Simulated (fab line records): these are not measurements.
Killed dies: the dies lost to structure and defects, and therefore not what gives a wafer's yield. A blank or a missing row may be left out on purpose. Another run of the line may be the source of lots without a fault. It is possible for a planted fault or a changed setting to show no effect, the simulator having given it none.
Chamber matching ; flow nand harc ; cmp-01 running NHARC_P_CONTACT_CMP_24: 4 sister chambers
The step polishes, t overpolish 30 s, target thk 200 nm. 22 wafers are shown with their chamber, then 11 later ones without.

== EACH WAFER AND ITS CHAMBER ==
wafer;chamber;motor current A (A);time to endpoint s (s);overpolish run s (s)
L077.1;2;11.1;41.5;30.008
L077.4;0;11.9;41.9;29.998
L077.6;2;11.2;43.9;30.000
L074.1;3;13.4;41.3;30.007
L074.5;1;12.2;40.4;30.000
L074.6;2;11.3;41.1;30.005
L078.1;3;13.6;40.8;30.011
L078.3;0;12.3;39.0;30.018
L078.6;0;12.7;38.5;29.996
L079.4;2;10.4;39.6;29.998
L079.5;1;13.2;40.1;29.994
L079.6;0;12.0;37.8;29.992
L084.2;2;11.4;42.7;29.989
L084.4;3;13.3;41.0;30.005
L084.5;2;11.1;41.6;29.995
L086.1;0;12.0;39.6;30.004
L086.3;1;12.5;40.8;30.000
L086.5;0;12.1;41.6;30.006
L085.1;1;13.4;37.6;30.000
L085.2;3;14.2;40.7;30.001
L085.6;3;13.4;39.4;30.004
L088.1;0;12.3;40.4;30.020

SIGNATURES, as means of the wafers listed above
reading;chamber 0;chamber 1;chamber 2;chamber 3;scatter within a chamber
motor current A;12.186;12.825;11.083;13.580;0.378
time to endpoint s;39.829;39.725;41.733;40.640;1.36
overpolish run s;30.00486;29.99850;29.99917;30.00560;0.0075
Rule: distance of a wafer from a chamber = root of the sum over the readings of ((wafer's reading minus chamber's mean) / reading's scatter) squared. The wafer belongs to the nearest chamber; if the next one is less than 2 further off, it can't be placed. The scatter: take each reading less its chamber's mean, square it, sum over the shown wafers, divide by the number of wafers less the number of chambers, and take the root.

== WAFERS WITHOUT THEIR CHAMBER ==
wafer;motor current A (A);time to endpoint s (s);overpolish run s (s)
L088.2;13.4;40.6;30.004
L088.4;10.8;39.5;30.007
L091.4;13.3;38.1;30.008
L091.5;11.6;39.4;29.995
L091.6;13.3;38.5;30.003
L094.1;13.5;42.0;30.002
L094.3;11.1;39.9;30.002
L094.6;13.2;40.5;30.021
L096.1;11.8;40.2;30.001
L096.4;13.3;38.5;29.982
L096.5;13.6;37.9;30.014

== THE CHAMBER EACH PASSED THROUGH ==
wafer;from the rows above;in truth
L088.2;can't be placed: 3 or 1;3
L088.4;can't be placed: 2 or 0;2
L091.4;can't be placed: 3 or 1 or 0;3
L091.5;can't be placed: 0 or 2 or 1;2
L091.6;can't be placed: 1 or 3 or 0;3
L094.1;can't be placed: 3 or 1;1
L094.3;can't be placed: 2 or 0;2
L094.6;can't be placed: 3 or 1 or 0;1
L096.1;can't be placed: 0 or 2 or 1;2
L096.4;can't be placed: 1 or 3 or 0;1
L096.5;can't be placed: 3 or 1 or 0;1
Correct placement for 0 of the 11. These rows do not allow placing 11 (true chamber among the candidates in 11). Placed wrongly: 0.
